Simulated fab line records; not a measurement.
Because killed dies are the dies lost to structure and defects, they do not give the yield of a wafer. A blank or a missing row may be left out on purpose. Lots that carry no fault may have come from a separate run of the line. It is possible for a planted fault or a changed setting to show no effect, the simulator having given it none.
Chamber matching || flow n5 finfet || uv cure-03 running N5_BEOL_M7_CURE_75: 3 sister chambers
The step cures SiCOH lowk, time 120 s. 3 wafers are shown with their chamber, then 10 later ones without.

== WAFERS, EACH WITH ITS CHAMBER ==
{"wafer": "L076.5", "chamber": 0, "wafer_temp_C_max": 371.5}
{"wafer": "L083.6", "chamber": 1, "wafer_temp_C_max": 371.2}
{"wafer": "L090.3", "chamber": 2, "wafer_temp_C_max": 370.8}

== WAFERS MISSING THEIR CHAMBER ==
{"wafer": "L090.4", "wafer_temp_C_max": 371.3}
{"wafer": "L095.2", "wafer_temp_C_max": 371.7}
{"wafer": "L095.3", "wafer_temp_C_max": 371.8}
{"wafer": "L095.4", "wafer_temp_C_max": 371.7}
{"wafer": "L094.2", "wafer_temp_C_max": 371.4}
{"wafer": "L094.4", "wafer_temp_C_max": 371.3}
{"wafer": "L094.5", "wafer_temp_C_max": 371.2}
{"wafer": "L097.1", "wafer_temp_C_max": 372.4}
{"wafer": "L097.5", "wafer_temp_C_max": 371.6}
{"wafer": "L097.6", "wafer_temp_C_max": 371.7}

== EACH ONE'S CHAMBER ==
{"wafer": "L090.4", "from the rows above": "can't be placed: 1 or 0 or 2", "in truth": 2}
{"wafer": "L095.2", "from the rows above": "can't be placed: 0 or 1", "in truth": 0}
{"wafer": "L095.3", "from the rows above": "can't be placed: 0 or 1", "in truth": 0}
{"wafer": "L095.4", "from the rows above": "can't be placed: 0 or 1", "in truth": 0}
{"wafer": "L094.2", "from the rows above": "can't be placed: 0 or 1 or 2", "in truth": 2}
{"wafer": "L094.4", "from the rows above": "can't be placed: 1 or 0 or 2", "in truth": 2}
{"wafer": "L094.5", "from the rows above": "can't be placed: 1 or 0 or 2", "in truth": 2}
{"wafer": "L097.1", "from the rows above": "can't be placed: 0 or 1", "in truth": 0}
{"wafer": "L097.5", "from the rows above": "can't be placed: 0 or 1", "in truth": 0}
{"wafer": "L097.6", "from the rows above": "can't be placed: 0 or 1", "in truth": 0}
Correctly placed: 0 of 10. These rows do not allow placing 10 (true chamber among the candidates in 10). Number placed wrongly: 0.
How it was worked out, from the rows above alone: a wafer's distance from a chamber is the root of the sum, over the readings, of the square of ((its reading less the chamber's mean) divided by the reading's scatter). If the next closest chamber is less than 2 further off than the closest, the wafer can't be placed; otherwise it belongs to the closest. For every chamber, the mean is computed from those of its wafers that are shown. The scatter: with one shown wafer a chamber, the root of the mean of the squares of how far each hidden wafer lies from its nearest shown one.
